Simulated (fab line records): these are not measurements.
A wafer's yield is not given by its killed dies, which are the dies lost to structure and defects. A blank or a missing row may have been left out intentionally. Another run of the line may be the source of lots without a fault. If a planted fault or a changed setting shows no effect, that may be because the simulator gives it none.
Which of the tools did it? + flow n5_finfet + 29 wafers sampled from 10 lots at 1 step of a route of 1938

WHAT EACH GAUGE READ, for each wafer
N5_BEOL_M8_INSPECT_13: inspects for defects (brightfield). Usual: raw_defect_count at 391, with a standard deviation of 77.
| lot  | measured     | on                | raw_defect_count | flag |
|------|--------------|-------------------|------------------|------|
| L245 | day 9 08:10  | defect_inspect-01 | 434 482 491      |      |
| L248 | day 10 00:44 | defect_inspect-02 | 388 379 369      |      |
| L250 | day 10 16:35 | defect_inspect-02 | 337 368 518      |      |
| L252 | day 11 00:23 | defect_inspect-01 | 483 411 430      |      |
| L251 | day 11 02:09 | defect_inspect-01 | 283 347 322      |      |
| L263 | day 13 22:19 | defect_inspect-01 | 391 404 416      |      |
| L266 | day 14 14:07 | defect_inspect-02 | 414 348 387      |      |
| L262 | day 14 16:01 | defect_inspect-01 | 449 391          |      |
| L265 | day 14 21:08 | defect_inspect-01 | 480 404 309      |      |
| L268 | day 15 05:40 | defect_inspect-01 | 386 341 317      |      |

WHAT TOOL EACH LOT RAN ON (gives the tool, then ch and the chambers of the sampled wafers, and finally the start)
No process step before these readings appears in the record.

AS READ BY THE TOOLS THEMSELVES (means over the sampled wafers that have a number; for cases with no such wafer, the mark the record gives instead)
The record holds no such reading with a usual standard deviation.

THE ANSWER, worked out from the rows above alone
Rule: take the mean of a lot's wafers that have a number; if it is more than 3 standard deviations from the usual mean, the lot is off. A lot without any number at a reading at which 4 lots or more have one is off too. Any other lot the step has rows for is counted as sound. The gauges are gone through in route order, then the tools' own readings, and for those a lot's mean is taken as printed above. At the first step where some lot is off, the reading lying furthest off is the one used; lots without a number count as furthest.
No lot is off on any of the readings shown, so nothing can be concluded from this.

WHAT THE SIMULATOR HAD PUT IN
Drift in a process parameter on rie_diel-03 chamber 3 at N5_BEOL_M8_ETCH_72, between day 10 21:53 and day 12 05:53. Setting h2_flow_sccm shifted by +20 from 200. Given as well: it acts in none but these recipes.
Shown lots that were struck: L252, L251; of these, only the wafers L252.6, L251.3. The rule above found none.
